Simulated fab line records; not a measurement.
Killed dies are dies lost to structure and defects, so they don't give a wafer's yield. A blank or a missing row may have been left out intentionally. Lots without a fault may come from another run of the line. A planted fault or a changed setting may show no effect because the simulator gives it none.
Matching of chambers ; flow nand_harc ; pecvd-01 running NHARC_A_ONON_D1_DEP_33: 3 sister chambers
The step deposits SiO2, target thk 200 nm. 3 wafers are shown with their chamber, then 8 later ones without.

## WAFERS PAIRED WITH THEIR CHAMBERS
wafer;chamber;throttle_valve_pct (%)
L090.4;2;15.3
L090.5;0;15.9
L094.1;1;16.1

## WAFERS WITHOUT THEIR CHAMBER
wafer;throttle_valve_pct (%)
L094.2;16.3
L094.3;15.6
L096.2;16.2
L096.3;15.6
L096.6;16.0
L097.2;16.1
L097.3;16.2
L097.5;15.2

## CHAMBER TAKEN BY EACH
wafer;from the rows above;in truth
L094.2;can't be placed: 1 or 0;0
L094.3;can't be placed: 2 or 0 or 1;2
L096.2;can't be placed: 1 or 0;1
L096.3;can't be placed: 2 or 0 or 1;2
L096.6;can't be placed: 0 or 1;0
L097.2;can't be placed: 1 or 0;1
L097.3;can't be placed: 1 or 0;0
L097.5;2;2
Placed correctly: 1 of 8. Not placeable from these rows: 7 (in 7, the candidates include the true chamber). Number placed wrongly: 0.
How it was worked out, from the rows above alone: a wafer's distance from a chamber is the root of the sum, over the readings, of the square of ((its reading less the chamber's mean) divided by the reading's scatter). If the next closest chamber is less than 2 further off than the closest, the wafer can't be placed; otherwise it belongs to the closest. The mean given for a chamber averages the wafers shown for that chamber. The scatter (one wafer shown for each chamber): square how far every hidden wafer sits from the nearest shown wafer, average those squares and take the square root.
